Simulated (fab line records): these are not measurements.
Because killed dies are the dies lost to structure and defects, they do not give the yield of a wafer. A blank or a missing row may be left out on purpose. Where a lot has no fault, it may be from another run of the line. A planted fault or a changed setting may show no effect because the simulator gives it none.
Chamber matching -- flow nand-harc -- pecvd-01 running NHARC_A_CONTACT_DEP_85: 3 sister chambers
The step deposits SiON, target thk 60 nm. 20 wafers are shown with their chamber, then 10 later ones without.

WAFERS, EACH WITH ITS CHAMBER
wafer,chamber,heater-power-w (W)
L082.1,0,767
L082.2,1,746
L082.5,1,739
L080.1,1,692
L080.3,2,749
L080.5,2,751
L081.2,1,652
L081.3,0,870
L081.5,1,663
L083.2,0,877
L083.4,2,727
L083.5,2,748
L086.1,1,715
L086.3,0,790
L086.4,2,680
L085.1,2,717
L085.2,1,647
L085.4,2,744
L087.1,1,721
L087.4,2,747

SIGNATURES (averages over the wafers above)
reading,chamber 0,chamber 1,chamber 2,scatter within a chamber
heater-power-w,826.00,696.88,732.88,37.8
Rule: for each reading, subtract the chamber's mean from the wafer's reading, divide by that reading's scatter and square the result; add these up over the readings and take the root, which gives the wafer's distance from the chamber. The wafer belongs to the nearest chamber; if the next one is less than 2 further off, it can't be placed. How the scatter is found: for the shown wafers, subtract from each reading the mean of its chamber, square and add these, divide the total by (wafers less chambers), then take the root.

WAFERS WITH NO CHAMBER GIVEN
wafer,heater-power-w (W)
L087.6,733
L088.1,741
L088.2,736
L088.5,752
L090.1,957
L090.2,738
L090.3,705
L090.4,696
L090.5,968
L090.6,749

WHICH CHAMBER EACH WENT THROUGH
wafer,from the rows above,in truth
L087.6,can't be placed: 2 or 1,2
L088.1,can't be placed: 2 or 1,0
L088.2,can't be placed: 2 or 1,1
L088.5,can't be placed: 2 or 1 or 0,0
L090.1,0,0
L090.2,can't be placed: 2 or 1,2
L090.3,can't be placed: 1 or 2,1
L090.4,can't be placed: 1 or 2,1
L090.5,0,0
L090.6,can't be placed: 2 or 1 or 0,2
Placed correctly: 2 of 10. These rows do not allow placing 8 (true chamber among the candidates in 7). Placed wrongly: 0.
